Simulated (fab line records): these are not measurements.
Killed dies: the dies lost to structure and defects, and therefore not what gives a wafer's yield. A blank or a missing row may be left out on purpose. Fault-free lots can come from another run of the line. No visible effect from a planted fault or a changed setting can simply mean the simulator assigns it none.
Chamber matching || flow n5Finfet || N5_BEOL_M6_CURE_75 on uvCure-02: 3 sister chambers
The step cures SiCOH lowk, time 120 s. 6 wafers are shown with their chamber, then 8 later ones without.

WAFERS, EACH WITH ITS CHAMBER
{"wafer": "L384.4", "chamber": 0, "lampPowerPct (%)": 52.31, "wafer_temp_C_max": 371.8}
{"wafer": "L384.6", "chamber": 0, "lampPowerPct (%)": 52.30, "wafer_temp_C_max": 371.9}
{"wafer": "L385.3", "chamber": 2, "lampPowerPct (%)": 52.30, "wafer_temp_C_max": 371.9}
{"wafer": "L385.4", "chamber": 2, "lampPowerPct (%)": 52.31, "wafer_temp_C_max": 371.5}
{"wafer": "L392.3", "chamber": 1, "lampPowerPct (%)": 52.36, "wafer_temp_C_max": 371.9}
{"wafer": "L392.5", "chamber": 1, "lampPowerPct (%)": 52.30, "wafer_temp_C_max": 371.9}

WAFERS WITHOUT THEIR CHAMBER
{"wafer": "L394.2", "lampPowerPct (%)": 52.21, "wafer_temp_C_max": 371.5}
{"wafer": "L394.5", "lampPowerPct (%)": 52.25, "wafer_temp_C_max": 371.3}
{"wafer": "L394.6", "lampPowerPct (%)": 52.45, "wafer_temp_C_max": 371.9}
{"wafer": "L398.1", "lampPowerPct (%)": 52.37, "wafer_temp_C_max": 371.7}
{"wafer": "L398.5", "lampPowerPct (%)": 52.26, "wafer_temp_C_max": 371.3}
{"wafer": "L404.4", "lampPowerPct (%)": 52.33, "wafer_temp_C_max": 372.3}
{"wafer": "L404.5", "lampPowerPct (%)": 52.39, "wafer_temp_C_max": 371.8}
{"wafer": "L404.6", "lampPowerPct (%)": 52.30, "wafer_temp_C_max": 371.6}

THE CHAMBER EACH PASSED THROUGH
{"wafer": "L394.2", "from the rows above": "can't be placed: 2 or 0 or 1", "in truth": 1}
{"wafer": "L394.5", "from the rows above": "can't be placed: 2 or 0 or 1", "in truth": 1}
{"wafer": "L394.6", "from the rows above": "can't be placed: 1 or 0 or 2", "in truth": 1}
{"wafer": "L398.1", "from the rows above": "can't be placed: 1 or 2 or 0", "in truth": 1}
{"wafer": "L398.5", "from the rows above": "can't be placed: 2 or 0 or 1", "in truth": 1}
{"wafer": "L404.4", "from the rows above": "can't be placed: 1 or 0 or 2", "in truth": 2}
{"wafer": "L404.5", "from the rows above": "can't be placed: 1 or 0 or 2", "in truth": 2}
{"wafer": "L404.6", "from the rows above": "can't be placed: 2 or 0 or 1", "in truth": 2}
0 of 8 placed correctly. From these rows, 8 cannot be placed; in 8 the true chamber is one of the candidates. Placed wrongly: 0.
How it was worked out, from the rows above alone: a wafer's distance from a chamber is the root of the sum, over the readings, of the square of ((its reading less the chamber's mean) divided by the reading's scatter). The wafer belongs to the nearest chamber; if the next one is less than 2 further off, it can't be placed. A chamber's mean is the mean of its shown wafers. The scatter: the root of (the sum of the squares of (reading less its chamber's mean) over the shown wafers, divided by (wafers less chambers)).
